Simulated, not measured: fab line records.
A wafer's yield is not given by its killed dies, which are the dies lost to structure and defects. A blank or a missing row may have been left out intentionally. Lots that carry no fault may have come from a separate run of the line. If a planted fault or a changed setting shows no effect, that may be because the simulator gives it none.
Lot-split experiment    flow n5Finfet    39 wafers read across 7 lots, on a route 1938 steps long

THE SPLIT ITSELF
At N5_BEOL_M5_HM_DEP_02 (deposits TiN, target thk 20 nm), the setting targetThkA was moved away from the recipe's 200 angstrom on 15 of the 39 wafers read, by -44.3% to +22.9%. All remaining wafers had this setting at the recipe value.

FROM THE SPLIT TO THE READING: what the file shows between them, 4 steps
- N5_BEOL_M5_COAT_59: time 60 s, resist thk 60 nm
- N5_BEOL_M5_COAT_60: time 60 s, resist thk 12 nm
- N5_BEOL_M5_STRIP_73: strips in N2/H2
- N5_BEOL_M5_STRIP_64: strips in CF4

THE READING
etch.depthNm (the simulator's own value, which no gauge read), in nm, at N5_BEOL_M5_HM_OPEN_17 (chemistry Cl2/BCl3, target TiN, target depth 20 nm, overetch 6 nm). No usual value for it is given in the file. The 24 wafers here that ran the recipe average 20.11 nm, standard deviation 0.34 nm.

wafer   tool, chamber at the split  targetThkA as run, angstrom  against the recipe  etch.depthNm, nm  against lot-mates on the recipe
L075.1  pvdSputter-03, -            127.5                        -36.3%              12.58             -7.31
L075.2  pvdSputter-03, -            200                          recipe              20.08             -
L075.3  pvdSputter-03, -            200                          recipe              19.91             -
L075.4  pvdSputter-03, -            127.5                        -36.3%              12.16             -7.73
L075.5  pvdSputter-03, -            127.5                        -36.3%              12.71             -7.18
L075.6  pvdSputter-03, -            200                          recipe              19.68             -
L076.1  pvdSputter-01, -            200                          recipe              20.37             -
L076.2  pvdSputter-01, -            200                          recipe              20.35             -
L076.5  pvdSputter-01, -            200                          recipe              20.48             -
L077.1  pvdSputter-01, -            150.9                        -24.5%              15.08             -5.18
L077.2  pvdSputter-01, -            150.9                        -24.5%              15.26             -5.00
L077.3  pvdSputter-01, -            150.9                        -24.5%              15.37             -4.89
L077.4  pvdSputter-01, -            200                          recipe              20.25             -
L077.5  pvdSputter-01, -            200                          recipe              20.33             -
L077.6  pvdSputter-01, -            200                          recipe              20.19             -
L079.1  pvdSputter-02, -            200                          recipe              19.91             -
L079.2  pvdSputter-02, -            200                          recipe              19.78             -
L079.3  pvdSputter-02, -            200                          recipe              19.44             -
L079.4  pvdSputter-02, -            200                          recipe              20.16             -
L079.5  pvdSputter-02, -            200                          recipe              20.15             -
L079.6  pvdSputter-02, -            200                          recipe              19.49             -
L081.1  pvdSputter-01, -            245.8                        +22.9%              24.92             +4.67
L081.2  pvdSputter-01, -            200                          recipe              20.23             -
L081.3  pvdSputter-01, -            200                          recipe              20.18             -
L081.4  pvdSputter-01, -            200                          recipe              20.33             -
L081.5  pvdSputter-01, -            245.8                        +22.9%              24.69             +4.44
L081.6  pvdSputter-01, -            245.8                        +22.9%              24.85             +4.60
L093.1  pvdSputter-01, -            200                          recipe              20.66             -
L093.2  pvdSputter-01, -            111.4                        -44.3%              11.61             -9.03
L093.3  pvdSputter-01, -            200                          recipe              20.65             -
L093.4  pvdSputter-01, -            111.4                        -44.3%              11.56             -9.08
L093.5  pvdSputter-01, -            111.4                        -44.3%              11.75             -8.89
L093.6  pvdSputter-01, -            200                          recipe              20.6              -
L096.1  pvdSputter-03, -            113.1                        -43.5%              11.05             -8.80
L096.2  pvdSputter-03, -            113.1                        -43.5%              11.44             -8.41
L096.3  pvdSputter-03, -            200                          recipe              19.69             -
L096.4  pvdSputter-03, -            113.1                        -43.5%              11.55             -8.30
L096.5  pvdSputter-03, -            200                          recipe              19.81             -
L096.6  pvdSputter-03, -            200                          recipe              20.04             -

THE FIT
A straight line over all 39 wafers: etch.depthNm changes by +0.201 nm for each +1% of targetThkA; r = +1.00; the points scatter about the line by 0.33 nm.
The same after taking each lot's own level away (the mean of its wafers on the recipe; 39 wafers): +0.201 nm for each +1%; r = +1.00; scatter 0.19 nm.
The reading moves by 8.9 nm for the largest change in targetThkA, on that fit.
Measured against the standard deviation above, the lots' own levels, which go from 19.822 to 20.637 nm, span 2.4 times it.
The two slopes agree, so the slope changes little with the lot-to-lot level.
Check: for one of the wafers moved furthest among these (-44.3%), held out of the fit, the line's prediction against its lot-mates is -8.89 nm. It came out at -9.03 nm against them.

OTHER SPLITS ON THESE WAFERS
Other splits were also applied to these wafers ahead of the reading. Each is held against what the fit with the lots' levels taken away leaves over:
other split on the same wafers           wafers away from the commonest value  r with etch.depthNm (lot level and that fit taken away)
N5_PMOS_HMC_CHANNEL_EPI_DESCUM_14 timeS  18                                    +0.11
N5_FIN_CUT_CUT_ETCH_26 targetDepthA      15                                    +0.07
N5_HKMG_FIN_ETCH_55 timeS                9                                     +0.26
N5_MOL_CONTACT_COAG_ALD_27 aldCycles     18                                    -0.02
N5_BEOL_M0_SAQP_DEVELOP_13 developTimeS  18                                    +0.22

THE WHOLE CHAIN: every reading that the file lists as answering this split, in the file's order
step                   what it does                                                       reading                                                                          change (the file's fit)                r (the file's)
N5_BEOL_M5_HM_DEP_02   deposits TiN, target thk 20 nm                                     TiN_of_BEOL_M5_HM_DEP_02.thkNm (the simulator's own value, which no gauge read)  +0.2 nm for each +1% of the setting    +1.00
N5_BEOL_M5_HM_OPEN_17  chemistry Cl2/BCl3, target TiN, target depth 20 nm, overetch 6 nm  etch.depthNm (the simulator's own value, which no gauge read)                    +0.201 nm for each +1% of the setting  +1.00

THE FILE'S OWN FIT
etch.depthNm changes by +0.201 nm for each +1% of targetThkA, r = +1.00.
